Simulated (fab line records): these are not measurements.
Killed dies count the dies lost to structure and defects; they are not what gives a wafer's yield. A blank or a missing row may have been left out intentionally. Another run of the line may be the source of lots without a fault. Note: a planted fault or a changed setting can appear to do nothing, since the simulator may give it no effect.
A lot that was struck, set against a sound lot ; flow n5-finfet ; 19 steps out of a route of 1938
Sound: the wafers L830.2, L830.4, L830.6. The struck wafers were L826.1, L826.2, L826.5. Last of all comes the cause.
Per side, at each step with rows, come the tool, then ch with its chambers, and then its first start. Under that, the readings that differ: sound wafers ; struck wafers ; difference of the means ; sigmas: that difference in standard deviations of wafers without a fault.
alike: readings with means less than 2 such deviations apart, plus words and numbers identical on both sides. not compared: withheld readings, readings lacking a value on some wafer, bounds such as >300 that could conceal the same value, and numbers that have no deviation in the record and whose values overlap.
Wherever a step has rows on one side only, a row that says differs or no value, or a row with sigmas, the two part there. Numbers that have no deviation but don't overlap get no sigmas and don't part them. A reading missing from all wafers of one side parts the sides only when that side holds two or more wafers.

first, 7 steps without rows for these wafers: N5_BEOL_M12_COAT_04 (resist thk 400 nm); N5_BEOL_M12_EBR_06; N5_BEOL_M12_SOFTBAKE_05 (time 60 s); N5_BEOL_M12_EXPOSE_07 (exposes mask V11); N5_BEOL_M12_PEB_08 (peb time 90 s); N5_BEOL_M12_DEVELOP_09 (develop time 45 s); N5_BEOL_M12_HARDBAKE_14 (time 120 s).
N5_BEOL_M12_CD_MEAS_10: target cd 140 nm.
  sound on cd-sem-02 ch 0, day 15 01:59; struck on cd-sem-03 ch 0, day 12 05:04
  alike: cd-nm
N5_BEOL_M12_OVL_MEAS_11:
  sound on overlay-02 ch 0, day 15 02:01; struck on overlay-02 ch 0, day 12 05:06
  alike: V11_OVL
N5_BEOL_M12_INSPECT_12: inspects for defects (macro).
  sound: defect-inspect-01 at day 15 02:02; struck: defect-inspect-02 at day 12 05:08
  alike: raw-defect-count
N5_BEOL_M12_DESCUM_15: chemistry O2, time 7.9 s.
  sound on rie-diel-05 ch 0,1,2, day 15 02:04; struck on rie-diel-02 ch 0,3, day 12 05:10
  alike: chamber-pressure-mTorr, drypump-motor-current-A, oes-product-au, rf-fwd-power-W, rf-vpp-V, showerhead-plenum-p-Torr, throttle-valve-pct
  not compared: rf-hours-counter-h
N5_BEOL_M12_ETCH_59: etches BARC in N2/H2, target depth 89 nm, overetch 26.7 nm, time 67.9 s.
  sound on rie-diel-05 ch 0,1,2, day 15 02:07; struck on rie-diel-02 ch 0,3, day 12 05:12
  alike: bias-w, chamber-pressure-mTorr, drypump-motor-current-A, oes-product-au, rf-fwd-power-W, rf-vpp-V, showerhead-plenum-p-Torr, throttle-valve-pct
  not compared: rf-hours-counter-h
N5_BEOL_M12_VIA_ETCH_16: etches SiOC in C4F8/O2/Ar, target depth 724.8 nm.
  sound on rie-diel-05 ch 0,1,2, day 15 02:10; struck on rie-diel-02 ch 0,3, day 12 05:15
  no value came back on the struck wafers for any of 9 readings (C4F8_flow_sccm (sccm), O2_flow_sccm (sccm) and others); on the sound wafers C4F8_flow_sccm (sccm) reads 14.92 14.98 15.03
reading;sound;struck;difference;sigmas
model.coat_of_BEOL_M12_COAT_04.thk-nm (nm);128.4 122.8 123.8;319.8 323.2 320.6;+196.2;
N5_BEOL_M12_STRIP_63: strips in N2/H2.
  sound on plasma-asher-01 ch 0,1, day 15 02:22; struck on plasma-asher-01 ch 0,1, day 12 05:27
reading;sound;struck;difference;sigmas
oes-product-au (a.u.);0.696 0.696 0.696;0.853 0.863 0.863;+0.164;+37
strip-time-to-endpoint-s (s);44.0 42.5 42.7;93.5 94.3 93.6;+50.7;+63
  alike: chamber-pressure-mTorr, drypump-motor-current-A, heater-power-w
  not compared: rf-hours-counter-h
N5_BEOL_M12_STRIP_64: strips in N2/H2.
  sound on plasma-asher-01 ch 0,1, day 15 02:25; struck on plasma-asher-01 ch 0,1, day 12 05:31
  alike: drypump-motor-current-A, heater-power-w, oes-product-au, strip-time-to-endpoint-s
  not compared: rf-hours-counter-h
then, 2 steps without rows for these wafers: N5_BEOL_M12_STRIP_71 (strips in post etch residue remover, time 60 s); N5_BEOL_M12_SRD_72 (time 30 s, dry time 30 s).
N5_BEOL_M12_CD_MEAS_17: target cd 140 nm.
  sound: cd-sem-01 at day 15 02:34; struck: cd-sem-03 at day 12 05:39
reading;sound;struck;difference;sigmas
cd-nm (nm);137.9 139.7 138.8;- - -;no value on the struck wafers;
then, 1 step without rows for these wafers: N5_BEOL_M12_COAT_65 (time 60 s, resist thk 300 nm).

WHERE THEY PART
Last at N5_BEOL_M12_CD_MEAS_17 as far as this record goes, first at N5_BEOL_M12_VIA_ETCH_16.

WHY: what had been put in by the simulator
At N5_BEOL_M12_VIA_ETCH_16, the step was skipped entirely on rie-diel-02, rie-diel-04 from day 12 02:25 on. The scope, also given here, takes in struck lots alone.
